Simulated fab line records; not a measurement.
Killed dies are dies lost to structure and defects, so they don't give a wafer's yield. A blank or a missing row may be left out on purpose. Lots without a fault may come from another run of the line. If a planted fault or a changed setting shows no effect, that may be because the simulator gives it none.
The same fault as seen by 2 desks / flow n5Finfet / only its own numbers are on each desk; what lay behind them is given at the end

== AT THE METROLOGY DESK ==
Lot by lot, what the gauges showed, no matter which tool ran the lot: averages of those sampled wafers that carry a number. A lot is out of limits, marked OUT, if its mean lies more than 4 standard deviations from the usual mean; the brackets give that distance. 7 of its 11 readings are shown: the first one out of limits and those lying furthest out on some lot.
Columns: A = COMB_M4_max_site at N5_BEOL_M4_RC_MEAS_101, usual 8.7e-11 S/m; B = DIBL_N at N5_BEOL_M4_RC_MEAS_101, usual 35.8 mV/V; C = DIBL_P at N5_BEOL_M4_RC_MEAS_101, usual 35.3 mV/V; D = IOFF_N at N5_BEOL_M4_RC_MEAS_101, usual 0.150 nA/um; E = IOFF_P at N5_BEOL_M4_RC_MEAS_101, usual 0.194 nA/um; F = ION_P at N5_BEOL_M4_RC_MEAS_101, usual 456 uA/um; G = SS_N at N5_BEOL_M4_RC_MEAS_101, usual 71.4 mV/dec
lot=L983; first seen here=day 9 17:53; A=9.4e-11; B=34.9; C=35.1; D=0.136; E=0.173; F=458; G=71.4
lot=L985; first seen here=day 10 07:59; A=9.6e-11; B=36.6; C=36.7; D=0.157; E=0.207; F=457; G=71.5
lot=L986; first seen here=day 10 23:08; A=9.8e-11; B=35.6; C=38.1; D=0.162; E=0.194; F=457; G=71.8
lot=L987; first seen here=day 11 04:16; A=8.1e-11; B=36.3; C=35.3; D=0.156; E=0.189; F=457; G=71.1
lot=L988; first seen here=day 11 08:04; A=8.4e-11; B=33.3; C=32.5; D=0.116; E=0.147; F=448; G=70.7
lot=L994; first seen here=day 12 22:44; A=4.2e-10 (+15) OUT; B=35.5; C=35.1; D=0.135; E=0.203; F=465; G=70.6
lot=L998; first seen here=day 14 01:52; A=7.5e-11; B=36.1; C=36.6; D=0.155; E=0.214; F=460; G=71.4
lot=L997; first seen here=day 14 05:40; A=5.1e-10 (+19) OUT; B=37.7; C=34.9; D=0.173; E=0.205; F=462; G=72.1
lot=L101; first seen here=day 14 15:12; A=5.7e-11; B=36.7; C=35.5; D=0.161; E=0.174; F=447; G=72.1
lot=L106; first seen here=day 15 13:35; A=1.0e-10; B=35.5; C=35.5; D=0.155; E=0.164; F=451; G=71.6
This desk's finding: out of limits on L994, L997; first on L994, day 12 22:44 (COMB_M4_max_site at N5_BEOL_M4_RC_MEAS_101). L983, L985, L986, L987, L988, L998, L101, L106: within limits.

== TOOL OWNER'S DESK, aldMetal-04 ==
The tool's own readings at N5_BEOL_M4_ALD_84 (deposits TaN, pulse time 2 s, purge time 3 s, co reactant purge time 2 s): means of the sampled wafers that have a number, for each lot that ran on this tool. A lot is out of limits, marked OUT, if its mean lies more than 4 standard deviations from the usual mean; the brackets give that distance.
Columns: A = heaterPowerW at N5_BEOL_M4_ALD_84, usual 431 W; B = susceptorTempC at N5_BEOL_M4_ALD_84, usual 274.98 C
lot=L985; first seen here=day 10 04:40; A=471; B=274.89
lot=L986; first seen here=day 10 19:26; A=470; B=274.93
lot=L987; first seen here=day 10 22:45; A=472; B=275.03
lot=L988; first seen here=day 11 04:39; A=432; B=275.10
lot=L994; first seen here=day 12 19:13; A=464; B=274.98
lot=L997; first seen here=day 14 00:56; A=472; B=275.04
This desk's verdict: no lot among the 6 shows anything out of limits.

== BROUGHT TOGETHER ==
The metrology desk could have raised an alarm at day 12 22:44, on L994, L997.
The tool owner's desk saw nothing out of limits.
On record at the tool owner's desk: L994, L997, within its limits.
The lots listed all ran N5_BEOL_M4_ALD_84 on aldMetal-04.

== WHAT THE SIMULATOR HAD INSERTED ==
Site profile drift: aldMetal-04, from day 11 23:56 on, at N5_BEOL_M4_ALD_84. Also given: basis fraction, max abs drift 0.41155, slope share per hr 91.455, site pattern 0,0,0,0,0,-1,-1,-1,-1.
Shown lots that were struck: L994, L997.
Hours from the fault's start to each desk's first reading out of limits: the metrology desk, 23.
